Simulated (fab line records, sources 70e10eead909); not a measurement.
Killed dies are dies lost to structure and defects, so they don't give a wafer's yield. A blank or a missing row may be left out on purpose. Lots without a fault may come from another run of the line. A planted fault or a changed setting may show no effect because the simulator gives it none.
Chamber matching | flow nand_harc | NHARC_A_STAIRCASE_TRIM_12 on rie_diel-01: 4 sister chambers
The step chemistry O2, time 211.2 s. 18 wafers are shown with their chamber, then 9 later ones without.

WAFERS WITH THEIR CHAMBER
wafer  | chamber | drypump_motor_current_A (A) | showerhead_plenum_p_Torr (Torr) | oes_product_au (a.u.)
L079.1 | 0       | 6.7                         | 3.31                            | 1.004
L079.2 | 1       | 5.1                         | 3.36                            | 1.020
L079.6 | 2       | 6.0                         | 3.63                            | 0.998
L080.1 | 1       | 5.1                         | 3.36                            | 1.009
L080.3 | 3       | 5.3                         | 3.48                            | 0.981
L080.6 | 0       | 6.7                         | 3.31                            | 1.005
L082.2 | 1       | 5.1                         | 3.35                            | 0.993
L082.3 | 0       | 6.7                         | 3.30                            | 0.996
L082.6 | 1       | 5.1                         | 3.35                            | 1.005
L086.1 | 2       | 6.1                         | 3.62                            | 1.001
L086.5 | 1       | 5.1                         | 3.35                            | 1.002
L086.6 | 2       | 6.0                         | 3.62                            | 0.998
L088.2 | 2       | 6.0                         | 3.62                            | 0.986
L088.3 | 3       | 5.4                         | 3.47                            | 0.982
L088.6 | 2       | 6.0                         | 3.62                            | 0.985
L085.1 | 1       | 5.1                         | 3.34                            | 1.011
L085.4 | 3       | 5.4                         | 3.47                            | 0.992
L085.6 | 2       | 6.0                         | 3.62                            | 0.992

SIGNATURES (means of the wafers above)
reading                  | chamber 0 | chamber 1 | chamber 2 | chamber 3 | scatter within a chamber
drypump_motor_current_A  | 6.700     | 5.100     | 6.017     | 5.367     | 0.0327
showerhead_plenum_p_Torr | 3.3067    | 3.3517    | 3.6217    | 3.4733    | 0.00598
oes_product_au           | 1.00167   | 1.00667   | 0.99333   | 0.98500   | 0.00738
Rule: a wafer's distance from a chamber is the root of the sum, over the readings, of the square of ((its reading less the chamber's mean) divided by the reading's scatter). The wafer belongs to the nearest chamber; if the next one is less than 2 further off, it can't be placed. The scatter: the root of (the sum of the squares of (reading less its chamber's mean) over the shown wafers, divided by (wafers less chambers)).

WAFERS WITHOUT THEIR CHAMBER
wafer  | drypump_motor_current_A (A) | showerhead_plenum_p_Torr (Torr) | oes_product_au (a.u.)
L089.1 | 5.4                         | 3.47                            | 0.988
L089.5 | 6.0                         | 3.61                            | 1.004
L089.6 | 5.4                         | 3.47                            | 0.987
L092.4 | 6.7                         | 3.29                            | 1.012
L092.5 | 5.4                         | 3.46                            | 1.008
L092.6 | 6.7                         | 3.29                            | 1.020
L093.1 | 6.1                         | 3.61                            | 1.001
L093.3 | 6.7                         | 3.29                            | 1.007
L093.4 | 5.3                         | 3.46                            | 0.995

WHICH CHAMBER EACH WENT THROUGH
wafer  | from the rows above | in truth
L089.1 | 3                   | 3
L089.5 | 2                   | 2
L089.6 | 3                   | 3
L092.4 | 0                   | 0
L092.5 | 3                   | 3
L092.6 | 0                   | 0
L093.1 | 2                   | 2
L093.3 | 0                   | 0
L093.4 | 3                   | 3
Placed correctly: 9 of 9. Can't be placed from these rows: 0. Placed wrongly: 0.
